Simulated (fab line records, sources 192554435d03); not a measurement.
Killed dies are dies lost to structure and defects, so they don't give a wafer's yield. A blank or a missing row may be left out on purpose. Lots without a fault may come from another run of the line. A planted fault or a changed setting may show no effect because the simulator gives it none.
fab line records | flow n5_finfet
record lots=24 wafers=72 last_day=17
route steps=1938 shown BEOL_M10@1521 BEOL_M11@1536
lots that met no fault: from a run of the same line without faults
start_h: hours from the record's first day to the start of the lot's first wafer shown | wait_h: hours since the lot's step before | " the same as in the row above | L1.1+2: a row that stands for several wafers | - no value, or no start given | * or withheld: withheld | < > ~ a bound
route shown NAME@n: a module of which the file shows steps, and the number in the route of the first | usual: mean/standard deviation of fault-free wafers | same: alike in all rows | chamber/n: place in a boat | sites: the reading at each site | _std_site: their standard deviation | _edge_site: outer sites' mean less inner sites' | radius_mm: how far each site lies from the wafer's centre | mask NAME#n: copy n | behind: the tool/chamber that last shaped the wafer | hold: why the lot was held/for how many hours/how that ended | device: the transistor (n, p or np) that didn't switch | end of line: the same wafers' tests at the end of the route | a step without rows: its recipe alone | killed: dies lost to structure and defects at the first sort, not the wafer's yield | map: a wafer's dies, x killed, . not, _ none there
set.NAME: the setting as run; set.NAME@STEP: as run at that earlier step | model.NAME: the simulator's own value behind a step, which no gauge read
steps of the route over a sample of lots; a table a step, a row a wafer
services: from which hour (start_h, from the record's first day; less than 0 if before it) a tool's chamber was out of use, for how many hours, and why
## steps
# step N5_BEOL_M10_CURE_72
# recipe temp_c=370 time_s=120 ambient=DMADMS/He material=SiCOH_lowk
# usual lamp_power_pct=52.31/0.056 wafer_temp_C_max=371.7/0.63
# columns lot.wafer tool chamber start_h wait_h lamp_power_pct wafer_temp_C_max
L075.2 uv_cure-03 0 219.60 0.1 52.31 371.6
L075.3 " 0 " " 52.31 371.1
L075.6 " 0 " " 52.31 371.9
L074.1 uv_cure-01 1 228.88 0.2 52.32 371.6
L074.2 " 1 " " 52.37 371.3
L074.6 " 1 " " 52.34 371.8
L076.1 uv_cure-03 0 229.74 0.0 52.43 371.8
L076.3 " 0 " " 52.46 371.8
L076.4 " 0 " " 52.31 371.4
L078.1 uv_cure-02 0 251.17 0.0 52.38 371.4
L078.2 " 0 " " 52.34 371.3
L078.5 " 0 " " 52.37 370.8
L077.2 uv_cure-01 2 252.27 0.1 52.34 372.1
L077.3 " 2 " " 52.34 371.7
L077.6 " 2 " " 52.41 371.2
L080.1 uv_cure-01 1 255.55 0.0 52.29 371.3
L080.2 " 1 " " 52.39 370.9
L080.6 " 1 " " 52.37 371.3
L079.1 uv_cure-02 2 258.90 0.0 52.31 371.2
L079.5 " 2 " " 52.39 371.9
L079.6 " 2 " " 52.31 371.6
L081.3 uv_cure-01 0 261.84 0.2 52.39 373.0
L081.4 " 0 " " 52.31 373.8
L081.5 " 0 " " 52.38 372.3
L082.1 uv_cure-01 0 275.22 0.0 52.34 372.6
L082.3 " 0 " " 52.27 372.2
L082.4 " 0 " " 52.22 371.8
L085.1 uv_cure-03 0 288.95 0.0 52.42 371.7
L085.3 " 0 " " 52.29 371.7
L085.6 " 0 " " 52.27 371.7
L083.4 uv_cure-02 0 289.03 0.2 52.35 371.1
L083.5 " 0 " " 52.30 370.5
L083.6 " 0 " " 52.19 370.9
L084.2 uv_cure-01 0 289.10 0.1 52.31 372.1
L084.4 " 0 " " 52.34 372.6
L084.5 " 0 " " 52.35 372.7
L086.2 uv_cure-02 0 289.53 0.2 52.26 370.6
L086.4 " 0 " " 52.35 371.0
L086.6 " 0 " " 52.39 370.6
L087.1 uv_cure-03 0 295.77 0.2 52.29 372.1
L087.3 " 0 " " 52.33 371.8
L087.6 " 0 " " 52.28 372.2
L088.1 uv_cure-01 0 300.31 0.0 52.28 373.1
L088.5 " 0 " " 52.37 372.5
L088.6 " 0 " " 52.30 373.2
L091.1 uv_cure-01 2 324.99 0.0 52.42 371.7
L091.2 " 2 " " 52.26 371.4
L091.4 " 2 " " 52.25 371.3
L089.3 uv_cure-03 2 328.20 0.1 52.28 372.5
L089.4 " 2 " " 52.32 372.6
L089.5 " 2 " " 52.26 372.5
L090.2 uv_cure-01 1 328.33 0.1 52.31 370.6
L090.5 " 1 " " 52.28 371.6
L090.6 " 1 " " 52.37 371.1
L093.3 uv_cure-03 1 332.32 0.1 52.34 371.9
L093.4 " 1 " " 52.34 371.5
L093.5 " 1 " " 52.32 371.7
L092.2 uv_cure-03 1 335.47 0.1 52.23 371.5
L092.3 " 1 " " 52.30 371.3
L092.4 " 1 " " 52.30 371.3
L095.4 uv_cure-02 2 354.59 0.2 52.35 371.7
L095.5 " 2 " " 52.23 372.1
L095.6 " 2 " " 52.27 371.3
L094.2 uv_cure-02 0 355.19 0.1 52.37 371.0
L094.3 " 0 " " 52.35 370.8
L094.5 " 0 " " 52.34 370.9
L096.2 uv_cure-02 2 360.84 0.1 52.36 371.5
L096.3 " 2 " " 52.31 371.3
L096.6 " 2 " " 52.38 371.3
L097.1 uv_cure-01 2 362.35 0.0 52.28 371.6
L097.3 " 2 " " 52.17 371.4
L097.4 " 2 " " 52.30 371.4
# step N5_BEOL_M10_SURFACE_TREAT_76
# recipe gas=Ar time_s=* ion_energy_ev=* ion_current_ma_cm2=0.5 pressure_mtorr=* ar_flow_sccm=30
# usual throttle_valve_pct=*
# columns lot.wafer tool chamber start_h wait_h throttle_valve_pct
L075.2 pvd_sputter-02 - 222.23 0.2 *
L075.3 " - " " *
L075.6 " - " " *
L074.1 pvd_sputter-01 - 229.97 0.2 *
L074.2 " - " " *
L074.6 " - " " *
L076.1 pvd_sputter-02 - 230.49 0.2 *
L076.3 " - " " *
L076.4 " - " " *
L078.1 pvd_sputter-02 - 252.72 0.2 *
L078.2 " - " " *
L078.5 " - " " *
L077.2 pvd_sputter-01 - 253.27 0.2 *
L077.3 " - " " *
L077.6 " - " " *
L080.1 pvd_sputter-03 - 256.32 0.2 *
L080.2 " - " " *
L080.6 " - " " *
L079.1 pvd_sputter-02 - 260.01 0.4 *
L079.5 " - " " *
L079.6 " - " " *
L081.3 pvd_sputter-01 - 262.64 0.2 *
L081.4 " - " " *
L081.5 " - " " *
L082.1 pvd_sputter-03 - 276.17 0.2 *
L082.3 " - " " *
L082.4 " - " " *
L083.4 pvd_sputter-01 - 289.69 0.2 *
L083.5 " - " " *
L083.6 " - " " *
L085.1 pvd_sputter-01 - 289.85 0.2 *
L085.3 " - " " *
L085.6 " - " " *
L084.2 pvd_sputter-01 - 289.97 0.3 *
L084.4 " - " " *
L084.5 " - " " *
L086.2 pvd_sputter-03 - 291.71 1.5 *
L086.4 " - " " *
L086.6 " - " " *
L087.1 pvd_sputter-02 - 296.72 0.2 *
L087.3 " - " " *
L087.6 " - " " *
L088.1 pvd_sputter-03 - 301.36 0.2 *
L088.5 " - " " *
L088.6 " - " " *
L091.1 pvd_sputter-02 - 326.09 0.4 *
L091.2 " - " " *
L091.4 " - " " *
L089.3 pvd_sputter-03 - 329.08 0.2 *
L089.4 " - " " *
L089.5 " - " " *
L090.2 pvd_sputter-03 - 329.12 0.2 *
L090.5 " - " " *
L090.6 " - " " *
L093.3 pvd_sputter-02 - 333.25 0.2 *
L093.4 " - " " *
L093.5 " - " " *
L092.2 pvd_sputter-01 - 336.84 0.2 *
L092.3 " - " " *
L092.4 " - " " *
L095.4 pvd_sputter-02 - 355.58 0.3 *
L095.5 " - " " *
L095.6 " - " " *
L094.2 pvd_sputter-02 - 356.26 0.4 *
L094.3 " - " " *
L094.5 " - " " *
L096.2 pvd_sputter-03 - 362.20 0.3 *
L096.3 " - " " *
L096.6 " - " " *
L097.1 pvd_sputter-02 - 364.29 0.3 *
L097.3 " - " " *
L097.4 " - " " *
# step N5_BEOL_M11_ILD_DEP_00
# recipe material=SiCOH_lowk target_thk_a=3085.1 temp_c=300 precursor=DEMS/porogen pressure_torr=5 rf_w=500 time_s=58
# usual heater_power_w=300/63 showerhead_plenum_p_Torr=5.739/0.013 susceptor_temp_C=299.99/0.21 throttle_valve_pct=13.7/0.66
# columns lot.wafer tool chamber start_h wait_h heater_power_w showerhead_plenum_p_Torr susceptor_temp_C throttle_valve_pct
L075.2 pecvd-03 2 223.47 0.0 277 5.762 299.75 13.1
L075.3 " 1 " " 315 5.748 299.76 14.1
L075.6 " 2 " " 274 5.754 299.94 13.0
L074.1 pecvd-04 2 231.45 0.0 208 5.745 300.24 14.0
L074.2 " 1 " " 257 5.717 299.70 13.9
L074.6 " 2 " " 214 5.744 300.37 14.1
L076.1 pecvd-04 1 233.45 0.0 256 5.729 299.74 14.2
L076.3 " 2 " " 237 5.753 300.15 14.0
L076.4 " 2 " " 245 5.729 299.98 14.5
L078.1 pecvd-01 1 254.52 0.0 190 5.736 299.93 14.4
L078.2 " 0 " " 422 5.738 299.95 12.8
L078.5 " 2 " " 336 5.733 299.88 12.9
L077.2 pecvd-04 0 255.98 0.0 343 5.717 299.78 13.6
L077.3 " 1 " " 244 5.739 300.06 14.0
L077.6 " 0 " " 273 5.732 299.78 13.6
L080.1 pecvd-04 0 257.60 0.0 318 5.735 299.55 13.6
L080.2 " 1 " " 238 5.736 300.23 14.0
L080.6 " 1 " " 262 5.727 299.84 14.1
L079.1 pecvd-03 0 261.43 0.0 334 5.728 300.13 14.4
L079.5 " 2 " " 272 5.769 299.85 13.1
L079.6 " 1 " " 344 5.755 299.76 14.3
L081.3 pecvd-03 0 265.32 0.0 340 5.722 299.91 14.7
L081.4 " 2 " " 283 5.752 299.84 13.1
L081.5 " 1 " " 348 5.735 299.76 14.2
L082.1 pecvd-01 1 277.71 0.0 236 5.760 299.70 14.2
L082.3 " 2 " " 327 5.744 300.00 12.9
L082.4 " 1 " " 177 5.746 300.02 14.4
L083.4 pecvd-01 0 290.94 0.1 418 5.747 300.46 13.2
L083.5 " 2 " " 363 5.735 300.27 13.1
L083.6 " 1 " " 177 5.742 300.51 14.1
L085.1 pecvd-03 1 291.45 0.0 377 5.729 299.81 14.4
L085.3 " 2 " " 283 5.777 299.54 12.6
L085.6 " 0 " " 323 5.751 299.81 14.6
L084.2 pecvd-03 1 291.75 0.0 356 5.748 299.83 14.0
L084.4 " 2 " " 264 5.752 300.34 12.9
L084.5 " 0 " " 322 5.729 300.09 14.6
L086.2 pecvd-01 0 293.10 0.0 388 5.748 300.13 13.0
L086.4 " 1 " " 177 5.748 300.10 14.4
L086.6 " 0 " " 411 5.735 299.98 13.1
L087.1 pecvd-04 2 298.03 0.0 233 5.738 300.17 12.3
L087.3 " 1 " " 273 5.744 300.27 14.1
L087.6 " 1 " " 269 5.733 300.51 14.1
L088.1 pecvd-04 1 303.29 0.0 236 5.734 299.89 14.0
L088.5 " 0 " " 317 5.734 300.22 13.8
L088.6 " 1 " " 245 5.731 299.99 14.2
L091.1 pecvd-03 0 327.58 0.0 298 5.744 300.12 14.3
L091.2 " 1 " " 317 5.737 299.84 14.3
L091.4 " 2 " " 272 5.762 300.36 13.0
L089.3 pecvd-01 0 330.71 0.0 441 5.744 300.27 12.9
L089.4 " 1 " " 218 5.728 300.33 14.5
L089.5 " 2 " " 323 5.745 299.94 13.3
L090.2 pecvd-04 0 330.83 0.0 279 5.716 299.83 14.0
L090.5 " 2 " " 222 5.740 299.67 12.5
L090.6 " 1 " " 283 5.736 300.03 14.4
L093.3 pecvd-04 2 335.02 0.0 195 5.736 299.79 12.5
L093.4 " 1 " " 291 5.744 299.90 14.2
L093.5 " 2 " " 209 5.734 299.87 12.6
L092.2 pecvd-04 0 338.34 0.0 324 5.731 299.62 14.0
L092.3 " 2 " " 250 5.731 300.32 12.4
L092.4 " 2 " " 255 5.736 300.28 12.8
L095.4 pecvd-01 0 357.61 0.1 402 5.734 299.96 12.7
L095.5 " 2 " " 347 5.742 300.12 13.0
L095.6 " 1 " " 231 5.720 299.89 14.4
L094.2 pecvd-01 0 357.69 0.0 406 5.737 299.98 12.7
L094.3 " 1 " " 224 5.770 299.63 14.3
L094.5 " 1 " " 231 5.740 300.03 14.5
L096.2 pecvd-01 1 363.41 0.0 231 5.728 299.86 14.3
L096.3 " 0 " " 446 5.738 300.20 13.0
L096.6 " 2 " " 328 5.739 300.11 13.2
L097.1 pecvd-03 0 365.56 0.0 295 5.726 299.90 14.2
L097.3 " 1 " " 386 5.751 299.97 14.1
L097.4 " 0 " " 300 5.734 299.92 14.5
# step N5_BEOL_M11_STRIP_36
# recipe chemistry=N2/H2 power_w=450 temp_c=40 pressure_mtorr=20 rf_frequency_hz=6e+07 overash_fraction=0.3 bias_power_w=7 h2_frac=0.5 n2_flow_sccm=200 h2_flow_sccm=200
# usual drypump_motor_current_A=5.8/0.52 n2_flow_sccm=200.0/0.58 oes_product_au=0.80/0.074 rf_vpp_V=59.0/1.7 showerhead_plenum_p_Torr=2.54/0.08 throttle_valve_pct=23.8/0.3
# columns lot.wafer tool chamber start_h wait_h drypump_motor_current_A n2_flow_sccm oes_product_au rf_hours_counter_h rf_vpp_V showerhead_plenum_p_Torr throttle_valve_pct
L075.2 rie_diel-01 1 227.80 0.0 5.5 200.2 0.86 83 59.6 2.58 23.3
L075.3 " 0 " " 6.8 199.7 0.85 69 59.8 2.70 23.7
L075.6 " 2 " " 5.3 200.1 0.90 - 58.8 2.48 23.6
L074.1 rie_diel-01 0 238.53 0.0 6.8 199.8 0.84 72 57.3 2.70 23.7
L074.2 " 3 " " 5.2 199.9 0.83 65 62.6 2.56 23.9
L074.6 " 2 " " 5.3 200.3 0.89 - 59.4 2.47 23.6
L076.1 rie_diel-01 2 238.99 0.0 5.4 200.0 0.89 30 57.7 2.47 23.6
L076.3 " 0 " " 6.7 200.2 0.84 72 60.5 2.70 23.7
L076.4 " 1 " " 5.5 199.3 0.86 87 58.5 2.58 23.4
L078.1 rie_diel-04 2 258.51 0.0 6.5 199.7 0.73 163 59.4 2.43 24.1
L078.2 " 1 " " 5.6 200.1 0.75 140 59.8 2.56 24.0
L078.5 " 3 " " 5.4 199.8 0.94 - 61.2 2.60 23.2
L077.2 rie_diel-04 3 260.64 0.0 5.4 199.3 0.94 10 56.2 2.60 23.2
L077.3 " 2 " " 6.5 199.8 0.73 164 57.3 2.43 24.0
L077.6 " 1 " " 5.6 199.5 0.74 - 59.6 2.56 24.1
L080.1 rie_diel-05 1 261.02 0.0 5.8 200.4 0.72 175 57.6 2.42 24.1
L080.2 " 3 " " 6.3 199.8 0.78 120 59.2 2.53 24.1
L080.6 " 3 " " 6.3 201.1 0.77 - 61.0 2.53 24.1
L079.1 rie_diel-01 3 264.39 0.0 5.2 200.4 0.82 73 59.6 2.56 23.9
L079.5 " 1 " " 5.5 199.6 0.85 - 59.4 2.57 23.3
L079.6 " 2 " " 5.4 199.9 0.89 - 59.7 2.47 23.6
L081.3 rie_diel-05 2 268.12 0.0 5.2 200.3 0.73 197 59.3 2.53 23.7
L081.4 " 0 " " 5.7 199.6 0.77 128 60.1 2.66 23.5
L081.5 " 3 " " 6.3 199.9 0.79 - 54.8 2.53 24.1
L082.1 rie_diel-05 1 282.22 0.0 5.8 199.7 0.73 183 61.6 2.42 24.0
L082.3 " 0 " " 5.7 200.0 0.76 133 57.4 2.66 23.5
L082.4 " 2 " " 5.2 200.2 0.73 201 60.3 2.52 23.7
L084.2 rie_diel-04 1 294.96 0.0 5.6 200.2 0.74 153 59.0 2.55 24.1
L084.4 " 3 " " 5.4 198.3 0.91 21 57.5 2.59 23.2
L084.5 " 2 " " 6.4 201.1 0.72 - 61.4 2.43 24.1
L085.1 rie_diel-05 1 295.28 0.0 5.8 199.2 0.71 186 59.1 2.42 24.1
L085.3 " 3 " " 6.3 200.2 0.77 132 60.1 2.53 24.2
L085.6 " 0 " " 5.7 201.6 0.75 - 60.2 2.65 23.5
L083.4 rie_diel-04 1 295.42 0.0 5.6 200.0 0.75 153 56.1 2.55 24.1
L083.5 " 2 " " 6.4 200.4 0.71 - 55.9 2.43 24.1
L083.6 " 3 " " 5.4 199.9 0.93 - 60.3 2.59 23.2
L086.2 rie_diel-05 0 299.42 0.0 5.7 200.3 0.76 139 59.5 2.65 23.5
L086.4 " 2 " " 5.2 199.4 0.73 206 56.2 2.52 23.7
L086.6 " 1 " " 5.7 199.3 0.71 - 59.9 2.42 24.1
L087.1 rie_diel-04 1 301.44 0.0 5.6 200.4 0.73 155 57.2 2.55 24.1
L087.3 " 3 " " 5.4 200.7 0.88 23 57.9 2.59 23.2
L087.6 " 2 " " 6.4 200.7 0.71 - 59.6 2.42 24.0
L088.1 rie_diel-04 2 308.58 0.0 6.4 199.8 0.70 180 56.6 2.42 24.1
L088.5 " 0 " " 6.5 198.7 0.93 - 59.6 2.61 23.7
L088.6 " 1 " " 5.7 199.0 0.74 - 60.2 2.55 24.1
L091.1 rie_diel-04 1 331.92 0.0 5.6 200.8 0.74 165 58.3 2.55 24.1
L091.2 " 2 " " 6.5 199.9 0.70 187 57.6 2.42 24.1
L091.4 " 0 " " 6.5 199.7 0.92 20 56.0 2.61 23.7
L089.3 rie_diel-01 2 334.60 0.0 5.3 199.6 0.85 60 58.0 2.46 23.7
L089.4 " 0 " " 6.7 199.4 0.82 101 60.7 2.69 23.7
L089.5 " 1 " " 5.5 199.6 0.82 - 57.0 2.56 23.3
L090.2 rie_diel-05 3 336.15 0.0 6.3 199.6 0.76 146 61.4 2.52 24.1
L090.5 " 2 " " 5.2 199.3 0.70 - 58.3 2.52 23.7
L090.6 " 1 " " 5.8 200.3 0.70 - 56.7 2.41 24.1
L093.3 rie_diel-01 2 340.22 0.0 5.4 199.8 0.87 61 57.5 2.46 23.6
L093.4 " 3 " " 5.2 200.0 0.80 96 58.7 2.55 23.9
L093.5 " 2 " " 5.3 199.7 0.85 - 57.7 2.46 23.7
L092.2 rie_diel-05 1 345.23 0.0 5.8 200.3 0.69 204 62.1 2.41 24.1
L092.3 " 3 " " 6.3 200.4 0.76 150 58.0 2.52 24.1
L092.4 " 3 " " 6.3 200.4 0.77 - 59.3 2.52 24.2
L095.4 rie_diel-04 2 363.06 0.0 6.4 198.8 0.70 198 59.6 2.42 24.1
L095.5 " 2 " " 6.4 199.4 0.70 - 61.5 2.42 24.1
L095.6 " 1 " " 5.6 201.0 0.72 - 60.4 2.54 24.1
L094.2 rie_diel-01 1 363.70 0.0 5.5 200.4 0.81 120 59.6 2.56 23.3
L094.3 " 2 " " 5.4 199.8 0.85 67 58.3 2.46 23.7
L094.5 " 2 " " 5.4 199.4 0.86 - 60.2 2.46 23.7
L096.2 rie_diel-01 1 367.62 0.0 5.5 200.2 0.82 120 56.3 2.56 23.4
L096.3 " 3 " " 5.2 200.2 0.79 103 55.9 2.55 23.9
L096.6 " 3 " " 5.2 200.6 0.81 - 60.7 2.55 23.9
L097.1 rie_diel-01 2 370.01 0.0 5.3 200.0 0.86 69 63.2 2.46 23.6
L097.3 " 3 " " 5.2 200.1 0.80 104 58.6 2.55 23.9
L097.4 " 0 " " 6.8 199.8 0.80 109 61.8 2.68 23.7
# step N5_BEOL_M11_STRIP_77
# recipe chemistry=N2/H2 time_s=10 power_w=450 temp_c=40 pressure_mtorr=20 rf_frequency_hz=6e+07 bias_power_w=7 n2_flow_sccm=200 h2_flow_sccm=200
# usual drypump_motor_current_A=5.8/0.52 n2_flow_sccm=200.1/0.59 oes_product_au=0.80/0.073 rf_vpp_V=59.4/0.88 showerhead_plenum_p_Torr=2.54/0.08 throttle_valve_pct=23.76/0.3
# columns lot.wafer tool chamber start_h wait_h drypump_motor_current_A n2_flow_sccm oes_product_au rf_hours_counter_h rf_vpp_V showerhead_plenum_p_Torr throttle_valve_pct
L075.2 rie_diel-01 1 - - 5.5 200.9 0.86 83 59.0 2.58 23.31
L075.3 " 0 " " 6.7 199.8 0.85 69 60.6 2.70 23.68
L075.6 " 2 " " 5.3 200.2 0.90 - 59.6 2.48 23.60
L074.1 rie_diel-01 0 - - 6.8 198.9 0.84 72 58.7 2.70 23.66
L074.2 " 3 " " 5.2 200.1 0.83 65 60.5 2.56 23.84
L074.6 " 2 " " 5.4 200.4 0.90 - 59.5 2.47 23.61
L076.1 rie_diel-01 2 - - 5.3 200.5 0.89 30 59.7 2.47 23.60
L076.3 " 0 " " 6.7 199.5 0.84 72 61.2 2.70 23.69
L076.4 " 1 " " 5.5 199.5 0.86 87 59.0 2.58 23.34
L078.1 rie_diel-04 2 - - 6.4 200.4 0.72 163 58.9 2.43 24.05
L078.2 " 1 " " 5.6 201.3 0.75 140 59.0 2.56 24.06
L078.5 " 3 " " 5.3 200.3 0.93 - 59.0 2.60 23.20
L077.2 rie_diel-04 3 - - 5.4 200.6 0.93 10 58.8 2.60 23.19
L077.3 " 2 " " 6.5 199.6 0.72 164 59.2 2.43 24.04
L077.6 " 1 " " 5.7 200.0 0.75 - 60.1 2.56 24.05
L080.1 rie_diel-05 1 - - 5.8 200.2 0.72 175 58.0 2.42 24.07
L080.2 " 3 " " 6.3 199.1 0.78 120 59.5 2.53 24.10
L080.6 " 3 " " 6.3 200.7 0.78 - 59.9 2.54 24.10
L079.1 rie_diel-01 3 - - 5.2 200.6 0.82 73 59.7 2.56 23.87
L079.5 " 1 " " 5.5 200.4 0.84 - 59.0 2.57 23.35
L079.6 " 2 " " 5.3 200.2 0.89 - 58.0 2.47 23.61
L081.3 rie_diel-05 2 - - 5.2 199.5 0.73 197 59.1 2.52 23.72
L081.4 " 0 " " 5.7 199.0 0.77 128 60.9 2.66 23.47
L081.5 " 3 " " 6.3 200.2 0.78 - 60.6 2.53 24.09
L082.1 rie_diel-05 1 - - 5.8 199.9 0.71 183 57.8 2.42 24.07
L082.3 " 0 " " 5.7 200.6 0.75 133 58.7 2.66 23.46
L082.4 " 2 " " 5.2 199.6 0.72 202 58.6 2.52 23.74
L084.2 rie_diel-04 1 - - 5.6 202.0 0.74 153 58.7 2.55 24.11
L084.4 " 3 " " 5.4 199.8 0.90 21 58.8 2.59 23.20
L084.5 " 2 " " 6.4 200.6 0.71 - 57.6 2.43 24.07
L085.1 rie_diel-05 1 - - 5.8 201.0 0.71 186 58.7 2.42 24.07
L085.3 " 3 " " 6.3 200.8 0.77 132 59.0 2.53 24.11
L085.6 " 0 " " 5.7 200.0 0.76 - 61.2 2.65 23.47
L083.4 rie_diel-04 1 - - 5.6 200.1 0.74 153 61.5 2.55 24.09
L083.5 " 2 " " 6.4 200.4 0.71 - 58.2 2.43 24.07
L083.6 " 3 " " 5.4 200.3 0.92 - 59.1 2.59 23.21
L086.2 rie_diel-05 0 - - 5.7 199.3 0.76 139 59.4 2.65 23.49
L086.4 " 2 " " 5.2 199.5 0.72 206 59.3 2.52 23.74
L086.6 " 1 " " 5.8 200.4 0.71 - 58.1 2.42 24.08
L087.1 rie_diel-04 1 - - 5.6 200.6 0.74 155 58.9 2.55 24.08
L087.3 " 3 " " 5.4 199.9 0.91 23 58.9 2.59 23.20
L087.6 " 2 " " 6.4 200.6 0.71 - 59.4 2.42 24.05
L088.1 rie_diel-04 2 - - 6.5 200.7 0.71 180 59.5 2.42 24.06
L088.5 " 0 " " 6.5 200.2 0.93 - 58.0 2.61 23.71
L088.6 " 1 " " 5.6 199.8 0.74 - 59.5 2.55 24.10
L091.1 rie_diel-04 1 - - 5.6 200.1 0.73 165 59.9 2.55 24.10
L091.2 " 2 " " 6.5 200.5 0.71 187 58.1 2.42 24.07
L091.4 " 0 " " 6.5 200.0 0.92 20 58.6 2.61 23.73
L089.3 rie_diel-01 2 - - 5.4 200.4 0.85 60 59.5 2.46 23.65
L089.4 " 0 " " 6.7 199.6 0.81 101 59.3 2.69 23.72
L089.5 " 1 " " 5.5 199.9 0.83 - 59.1 2.56 23.37
L090.2 rie_diel-05 3 - - 6.3 199.9 0.76 146 59.3 2.52 24.12
L090.5 " 2 " " 5.2 199.6 0.72 - 59.1 2.52 23.75
L090.6 " 1 " " 5.8 200.8 0.70 - 57.7 2.41 24.09
L093.3 rie_diel-01 2 - - 5.4 199.8 0.86 61 57.3 2.46 23.66
L093.4 " 3 " " 5.2 201.3 0.80 96 58.5 2.55 23.90
L093.5 " 2 " " 5.4 199.5 0.85 - 59.8 2.46 23.64
L092.2 rie_diel-05 1 - - 5.8 199.8 0.69 204 58.1 2.41 24.09
L092.3 " 3 " " 6.3 199.1 0.76 150 59.6 2.52 24.14
L092.4 " 3 " " 6.3 200.1 0.75 - 58.2 2.52 24.14
L095.4 rie_diel-04 2 - - 6.5 200.1 0.70 198 60.3 2.42 24.11
L095.5 " 2 " " 6.5 200.0 0.70 - 58.9 2.42 24.09
L095.6 " 1 " " 5.6 200.0 0.72 - 59.4 2.54 24.12
L094.2 rie_diel-01 1 - - 5.5 200.5 0.81 120 60.2 2.56 23.37
L094.3 " 2 " " 5.4 200.9 0.85 68 60.8 2.46 23.66
L094.5 " 2 " " 5.3 201.3 0.85 - 59.1 2.46 23.66
L096.2 rie_diel-01 1 - - 5.5 199.0 0.80 121 59.7 2.56 23.38
L096.3 " 3 " " 5.2 199.2 0.79 103 59.0 2.55 23.91
L096.6 " 3 " " 5.2 198.7 0.78 - 60.4 2.55 23.91
L097.1 rie_diel-01 2 - - 5.4 200.0 0.83 69 59.0 2.46 23.66
L097.3 " 3 " " 5.2 200.5 0.79 104 58.8 2.55 23.91
L097.4 " 0 " " 6.8 200.7 0.80 110 60.0 2.68 23.74
# step N5_BEOL_M11_OCD_MEAS_38
# usual trench_depth_nm=149/3.2
# columns lot.wafer tool chamber start_h wait_h trench_depth_nm
L075.2 ocd-01 - 228.02 - 154
L075.3 " - " " 149
L075.6 " - " " 150
L074.1 ocd-02 - 238.75 - 148
L074.2 " - " " 156
L074.6 " - " " 149
L076.1 ocd-01 - 239.21 - 148
L076.3 " - " " 147
L076.4 " - " " 152
L078.1 ocd-01 - 258.74 - 146
L078.2 " - " " 146
L078.5 " - " " 152
L077.2 ocd-01 - 260.87 - 154
L077.3 " - " " 147
L077.6 " - " " 146
L080.1 ocd-02 - 261.24 - 145
L080.2 " - " " 147
L080.6 " - " " 148
L079.1 ocd-02 - 264.62 - 155
L079.5 " - " " 151
L079.6 " - " " 149
L081.3 ocd-01 - 268.34 - 150
L081.4 " - " " 149
L081.5 " - " " 146
L082.1 ocd-02 - 282.44 - 144
L082.3 " - " " 149
L082.4 " - " " 149
L084.2 ocd-02 - 295.18 - 145
L084.4 " - " " 151
L084.5 " - " " 145
L085.1 ocd-02 - 295.51 - 144
L085.3 " - " " 145
L085.6 " - " " 149
L083.4 ocd-01 - 295.65 - 145
L083.5 " - " " 147
L083.6 " - " " 154
L086.2 ocd-02 - 299.64 - 149
L086.4 " - " " 150
L086.6 " - " " 145
L087.1 ocd-01 - 301.67 - 148
L087.3 " - " " 155
L087.6 " - " " 148
L088.1 ocd-01 - 308.80 - 147
L088.5 " - " " 150
L088.6 " - " " 145
L091.1 ocd-02 - 332.14 - 146
L091.2 " - " " 145
L091.4 " - " " 149
L089.3 ocd-01 - 334.82 - 148
L089.4 " - " " 149
L089.5 " - " " 153
L090.2 ocd-02 - 336.37 - 146
L090.5 " - " " 149
L090.6 " - " " 144
L093.3 ocd-02 - 340.45 - 148
L093.4 " - " " 154
L093.5 " - " " 148
L092.2 ocd-01 - 345.45 - 142
L092.3 " - " " 146
L092.4 " - " " 146
L095.4 ocd-01 - 363.29 - 148
L095.5 " - " " 147
L095.6 " - " " 145
L094.2 ocd-01 - 363.93 - 152
L094.3 " - " " 150
L094.5 " - " " 148
L096.2 ocd-02 - 367.84 - 149
L096.3 " - " " 154
L096.6 " - " " 154
L097.1 ocd-02 - 370.24 - 149
L097.3 " - " " 156
L097.4 " - " " 148
## services
# columns tool chamber start_h hours kind
pecvd-04 1 198.86 14.1 repair
rie_diel-04 3 202.30 - clean
rie_diel-04 3 202.30 - consumable_replace:focus_ring
rie_diel-04 3 202.30 28.8 scheduled_down
rie_diel-04 3 202.30 28.8 vent_cycle
rie_diel-01 - 206.39 0.5 repair
uv_cure-03 - 216.83 1.0 pm
pecvd-04 2 217.99 6.7 repair
uv_cure-02 - 232.01 1.0 pm
uv_cure-02 - 238.47 9.2 pm
rie_diel-04 0 239.05 - clean
pecvd-03 - 257.52 0.3 repair
pvd_sputter-01 - 265.60 4.9 repair
uv_cure-02 - 281.48 2.8 pm
rie_diel-01 1 286.80 6.7 repair
uv_cure-01 - 295.04 3.0 repair
rie_diel-05 0 300.39 21.1 repair
rie_diel-05 2 303.66 4.9 repair
pvd_sputter-02 - 306.05 1.9 repair
pecvd-01 - 318.31 6.0 pm
pecvd-03 0 330.27 10.9 repair
rie_diel-05 0 334.70 17.2 repair
uv_cure-03 - 345.58 7.6 repair
pvd_sputter-03 - 352.94 1.0 repair
## key
fault none
